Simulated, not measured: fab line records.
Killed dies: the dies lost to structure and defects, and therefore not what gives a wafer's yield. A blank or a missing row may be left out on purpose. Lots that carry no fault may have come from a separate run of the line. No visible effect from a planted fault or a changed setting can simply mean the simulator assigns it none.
Split-lot experiment || flow n5Finfet || on a route of 1938 steps: 7 lots, 21 wafers read

## THE SPLIT ITSELF
At N5_BEOL_M6_EXPOSE_08 (exposes mask M6), the setting doseMj was moved away from the recipe's 68.25 on 5 of the 21 wafers read, by -6.0% to +6.4%. The other wafers ran this setting at the recipe's value.

## FROM THE SPLIT TO THE READING: what the file shows between them, 10 steps
- N5_BEOL_M6_PEB_09: peb time 60 s
- N5_BEOL_M6_DEVELOP_10: develop time 30 s
- N5_BEOL_M6_CD_MEAS_11: target cd 38.5 nm
- N5_BEOL_M6_DESCUM_16: chemistry O2, time 7.9 s
- N5_BEOL_M6_ETCH_61: etches SiARC in CF4, target depth 45.5 nm, time 75.8 s
- N5_BEOL_M6_ETCH_62: etches SOC in N2/H2, target depth 110 nm, overetch 22 nm, time 165 s (also split here: timeS)
- N5_BEOL_M6_STRIP_68: strips in N2/H2
- N5_BEOL_M6_STRIP_67: strips in CF4
- N5_BEOL_M6_HM_OPEN_17: chemistry Cl2/BCl3, target TiN, target depth 20 nm, overetch 6 nm
- N5_BEOL_M6_STRIP_19: strips in O2

## THE READING
cdNm, in nm, at N5_BEOL_M6_CD_MEAS_18 (pitch 80 nm, target cd 40 nm). On this fab line, fault-free wafers typically give 40.1 nm with a standard deviation of 0.6 nm.

{"wafer": "L080.1", "tool, chamber at the split": "arfiScanner-03, 0", "doseMj as run": 68.25, "against the recipe": "recipe", "cdNm, nm": 40.2, "against lot-mates on the recipe": "-"}
{"wafer": "L080.4", "tool, chamber at the split": "arfiScanner-03, 0", "doseMj as run": 68.25, "against the recipe": "recipe", "cdNm, nm": 39.8, "against lot-mates on the recipe": "-"}
{"wafer": "L080.5", "tool, chamber at the split": "arfiScanner-03, 0", "doseMj as run": 68.25, "against the recipe": "recipe", "cdNm, nm": 41.1, "against lot-mates on the recipe": "-"}
{"wafer": "L083.1", "tool, chamber at the split": "arfiScanner-01, 0", "doseMj as run": 68.25, "against the recipe": "recipe", "cdNm, nm": 38.7, "against lot-mates on the recipe": "-"}
{"wafer": "L083.4", "tool, chamber at the split": "arfiScanner-01, 0", "doseMj as run": 68.25, "against the recipe": "recipe", "cdNm, nm": 39.8, "against lot-mates on the recipe": "-"}
{"wafer": "L083.5", "tool, chamber at the split": "arfiScanner-01, 0", "doseMj as run": 68.25, "against the recipe": "recipe", "cdNm, nm": 39.9, "against lot-mates on the recipe": "-"}
{"wafer": "L085.3", "tool, chamber at the split": "arfiScanner-01, 0", "doseMj as run": 68.25, "against the recipe": "recipe", "cdNm, nm": 41.4, "against lot-mates on the recipe": "-"}
{"wafer": "L085.5", "tool, chamber at the split": "arfiScanner-01, 0", "doseMj as run": 72.63, "against the recipe": "+6.4%", "cdNm, nm": 44.2, "against lot-mates on the recipe": "+2.8"}
{"wafer": "L085.6", "tool, chamber at the split": "arfiScanner-01, 0", "doseMj as run": 72.63, "against the recipe": "+6.4%", "cdNm, nm": 43.2, "against lot-mates on the recipe": "+1.8"}
{"wafer": "L087.1", "tool, chamber at the split": "arfiScanner-01, 0", "doseMj as run": 68.25, "against the recipe": "recipe", "cdNm, nm": 39.5, "against lot-mates on the recipe": "-"}
{"wafer": "L087.2", "tool, chamber at the split": "arfiScanner-01, 0", "doseMj as run": 68.25, "against the recipe": "recipe", "cdNm, nm": 39.4, "against lot-mates on the recipe": "-"}
{"wafer": "L087.6", "tool, chamber at the split": "arfiScanner-01, 0", "doseMj as run": 68.25, "against the recipe": "recipe", "cdNm, nm": 39.6, "against lot-mates on the recipe": "-"}
{"wafer": "L088.1", "tool, chamber at the split": "arfiScanner-02, 0", "doseMj as run": 68.25, "against the recipe": "recipe", "cdNm, nm": 39.0, "against lot-mates on the recipe": "-"}
{"wafer": "L088.2", "tool, chamber at the split": "arfiScanner-02, 0", "doseMj as run": 64.14, "against the recipe": "-6.0%", "cdNm, nm": 37.4, "against lot-mates on the recipe": -1.6}
{"wafer": "L088.6", "tool, chamber at the split": "arfiScanner-02, 0", "doseMj as run": 64.14, "against the recipe": "-6.0%", "cdNm, nm": 37.1, "against lot-mates on the recipe": -1.9}
{"wafer": "L095.1", "tool, chamber at the split": "arfiScanner-01, 0", "doseMj as run": 68.25, "against the recipe": "recipe", "cdNm, nm": 40.3, "against lot-mates on the recipe": "-"}
{"wafer": "L095.3", "tool, chamber at the split": "arfiScanner-01, 0", "doseMj as run": 68.25, "against the recipe": "recipe", "cdNm, nm": 40.2, "against lot-mates on the recipe": "-"}
{"wafer": "L095.4", "tool, chamber at the split": "arfiScanner-01, 0", "doseMj as run": 72.26, "against the recipe": "+5.9%", "cdNm, nm": 43.7, "against lot-mates on the recipe": "+3.5"}
{"wafer": "L096.3", "tool, chamber at the split": "arfiScanner-02, 0", "doseMj as run": 68.25, "against the recipe": "recipe", "cdNm, nm": 39.3, "against lot-mates on the recipe": "-"}
{"wafer": "L096.5", "tool, chamber at the split": "arfiScanner-02, 0", "doseMj as run": 68.25, "against the recipe": "recipe", "cdNm, nm": 40.4, "against lot-mates on the recipe": "-"}
{"wafer": "L096.6", "tool, chamber at the split": "arfiScanner-02, 0", "doseMj as run": 68.25, "against the recipe": "recipe", "cdNm, nm": 40.2, "against lot-mates on the recipe": "-"}

FIT RESULTS
A straight line over all 21 wafers: cdNm changes by +0.539 nm for each +1% of doseMj; r = +0.93; the points scatter about the line by 0.69 nm.
The same after taking each lot's own level away (the mean of its wafers on the recipe; 21 wafers): +0.371 nm for each +1%; r = +0.92; scatter 0.51 nm.
The reading moves by 2.4 nm for the largest change in doseMj, on that fit.
Measured against the standard deviation above, the lots' own levels, which go from 39.00 to 41.40 nm, span 4.0 times it.
Hence the slope depends on the lot-to-lot level, as the two fits are not the same.
Check: with one of the wafers moved furthest among these (+6.4%) left out of the fit, the line predicts +2.37 nm for it against its lot-mates. Against them it came out at +2.8 nm.

## FURTHER SPLITS ON THESE WAFERS
Note: prior to the reading, these wafers also went through further splits. Each is held against what the fit with the lots' levels taken away leaves over:
{"other split on the same wafers": "N5_BEOL_M6_ETCH_62 timeS", "wafers away from the commonest value": 9, "r with cdNm (lot level and that fit taken away)": "+0.31"}

## THE WHOLE CHAIN: every reading that the file lists as answering this split, in the file's order
{"step": "N5_BEOL_M6_CD_MEAS_11", "what it does": "target cd 38.5 nm", "reading": "cdNm", "change (the file's fit)": "+0.534 nm for each +1% of the setting", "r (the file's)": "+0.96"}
{"step": "N5_BEOL_M6_ETCH_61", "what it does": "etches SiARC in CF4, target depth 45.5 nm, time 75.8 s", "reading": "BEOL_M6.cdOffsetNm (the simulator's own value, which no gauge read)", "change (the file's fit)": "+0.473 nm for each +1% of the setting", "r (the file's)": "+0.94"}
{"step": "N5_BEOL_M6_ETCH_62", "what it does": "etches SOC in N2/H2, target depth 110 nm, overetch 22 nm, time 165 s", "reading": "BEOL_M6.cdOffsetNm (the simulator's own value, which no gauge read)", "change (the file's fit)": "+0.419 nm for each +1% of the setting", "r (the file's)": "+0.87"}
{"step": "N5_BEOL_M6_HM_OPEN_17", "what it does": "chemistry Cl2/BCl3, target TiN, target depth 20 nm, overetch 6 nm", "reading": "BEOL_M6.cdOffsetNm (the simulator's own value, which no gauge read)", "change (the file's fit)": "+0.408 nm for each +1% of the setting", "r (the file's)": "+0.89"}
{"step": "N5_BEOL_M6_CD_MEAS_18", "what it does": "pitch 80 nm, target cd 40 nm", "reading": "cdNm", "change (the file's fit)": "+0.397 nm for each +1% of the setting", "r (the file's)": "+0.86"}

## FILE'S OWN FIT
cdNm changes by +0.397 nm for each +1% of doseMj, r = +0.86.
